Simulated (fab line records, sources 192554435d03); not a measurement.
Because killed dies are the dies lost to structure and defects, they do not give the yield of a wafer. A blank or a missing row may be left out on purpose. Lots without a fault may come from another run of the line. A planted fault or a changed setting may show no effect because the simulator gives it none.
Split-lot trial	flow n5 finfet	21 wafers read across 7 lots, on a route 1938 steps long

== ON THE SPLIT ==
At N5_BEOL_M7_ETCH_61 (etches SiARC in CF4, target depth 45.5 nm, time 75.8 s), the setting source w was moved away from the recipe's 545 W on 5 of the 21 wafers read, by -11.9% to +14.6%. This setting was run at the recipe's value on the other wafers.

The reading is taken at the split's own step.

== THE READING ==
rf vpp V, in V, at N5_BEOL_M7_ETCH_61 (etches SiARC in CF4, target depth 45.5 nm, time 75.8 s). Typical for fault-free wafers on this fab line: 183.9 V, with standard deviation 1.2 V.

wafer	tool, chamber at the split	source w as run, W	against the recipe	rf vpp V, V	against lot-mates on the recipe
L075.2	rie diel-01, 3	624.6	+14.6%	175.7	-6.7
L075.3	rie diel-01, 1	545	recipe	183.1	-
L075.5	rie diel-01, 3	545	recipe	181.6	-
L074.3	rie diel-03, 2	545	recipe	183.0	-
L074.4	rie diel-03, 1	579.8	+6.4%	179.9	-4.7
L074.6	rie diel-03, 3	545	recipe	186.1	-
L086.2	rie diel-04, 2	545	recipe	184.1	-
L086.5	rie diel-04, 0	545	recipe	182.1	-
L086.6	rie diel-04, 1	545	recipe	183.1	-
L088.1	rie diel-01, 1	545	recipe	184.5	-
L088.3	rie diel-01, 0	545	recipe	185.1	-
L088.5	rie diel-01, 1	545	recipe	184.6	-
L089.1	rie diel-04, 3	545	recipe	182.7	-
L089.3	rie diel-04, 2	498.2	-8.6%	191.3	+8.6
L089.4	rie diel-04, 1	498.2	-8.6%	188.5	+5.8
L092.1	rie diel-01, 0	545	recipe	184.6	-
L092.4	rie diel-01, 1	545	recipe	184.1	-
L092.6	rie diel-01, 1	545	recipe	185.6	-
L097.1	rie diel-01, 0	480.3	-11.9%	192.2	+8.6
L097.3	rie diel-01, 2	545	recipe	185.1	-
L097.4	rie diel-01, 3	545	recipe	182.2	-

FIT RESULTS
A straight line over all 21 wafers: rf vpp V changes by -0.638 V for each +1% of source w; r = -0.93; the points scatter about the line by 1.3 V.
The same after taking each lot's own level away (the mean of its wafers on the recipe; 21 wafers): -0.644 V for each +1%; r = -0.94; scatter 1.3 V.
The reading moves by 9.4 V for the largest change in source w, on that fit.
The span of the lots' own levels, 182.35 to 184.77 V, comes to 2.0 times the standard deviation stated above.
Hence the lot-to-lot level has little effect on the slope; both slopes agree.
Check: with one of the wafers moved furthest among these (+14.6%) left out of the fit, the line predicts -11.2 V for it against its lot-mates. It came out at -6.65 V against them.
Tool readings at the split's step, against how far the setting was moved: rf vpp V r = -0.93.

== ADDITIONAL SPLITS CARRIED BY THESE WAFERS ==
Before the reading, these wafers also passed through other splits. Each is held against what the fit with the lots' levels taken away leaves over:
other split on the same wafers	wafers away from the commonest value	r with rf vpp V (lot level and that fit taken away)
N5_BEOL_M6_ETCH_65 target depth a	7	-0.35

== THE FILE'S OWN FIT ==
rf vpp V changes by -0.62 V for each +1% of source w, r = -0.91.
